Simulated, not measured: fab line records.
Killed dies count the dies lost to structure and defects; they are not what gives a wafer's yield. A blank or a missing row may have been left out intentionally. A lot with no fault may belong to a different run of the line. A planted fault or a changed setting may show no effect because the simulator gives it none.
Matching of chambers ; flow nand-harc ; rie-diel-05 running NHARC_P_M2_ETCH_35: 4 sister chambers
The step etches the open film in N2/H2, target depth 40 nm, overetch 12 nm, time 43.94 s. 8 wafers are shown with their chamber, then 7 later ones without.

== WAFERS PAIRED WITH THEIR CHAMBERS ==
wafer;chamber;drypump-motor-current-A (A);rf-vpp-V (V)
L765.5;0;6.1;430.6
L768.5;3;6.5;434.8
L768.6;1;6.0;431.3
L776.2;0;6.1;431.1
L776.4;2;5.4;429.5
L776.6;3;6.5;435.0
L775.1;1;5.9;429.3
L775.5;2;5.5;429.3

== WAFERS WHOSE CHAMBER IS MISSING ==
wafer;drypump-motor-current-A (A);rf-vpp-V (V)
L775.6;6.4;435.5
L778.1;6.0;431.4
L778.2;6.5;434.4
L778.3;5.5;428.7
L779.1;6.1;429.7
L779.3;6.4;434.7
L779.4;5.5;429.0

== WHICH CHAMBER EACH WENT THROUGH ==
wafer;from the rows above;in truth
L775.6;3;3
L778.1;can't be placed: 1 or 0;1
L778.2;3;3
L778.3;2;2
L779.1;can't be placed: 0 or 1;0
L779.3;3;3
L779.4;2;2
5 of 7 placed correctly. Not placeable from these rows: 2 (in 2, the candidates include the true chamber). 0 placed wrongly.
How it was worked out, from the rows above alone: a wafer's distance from a chamber is the root of the sum, over the readings, of the square of ((its reading less the chamber's mean) divided by the reading's scatter). If the next closest chamber is less than 2 further off than the closest, the wafer can't be placed; otherwise it belongs to the closest. The mean given for a chamber averages the wafers shown for that chamber. The scatter is the square root of a quotient: the sum, over the shown wafers, of each reading's squared deviation from its chamber's mean, divided by wafers minus chambers.
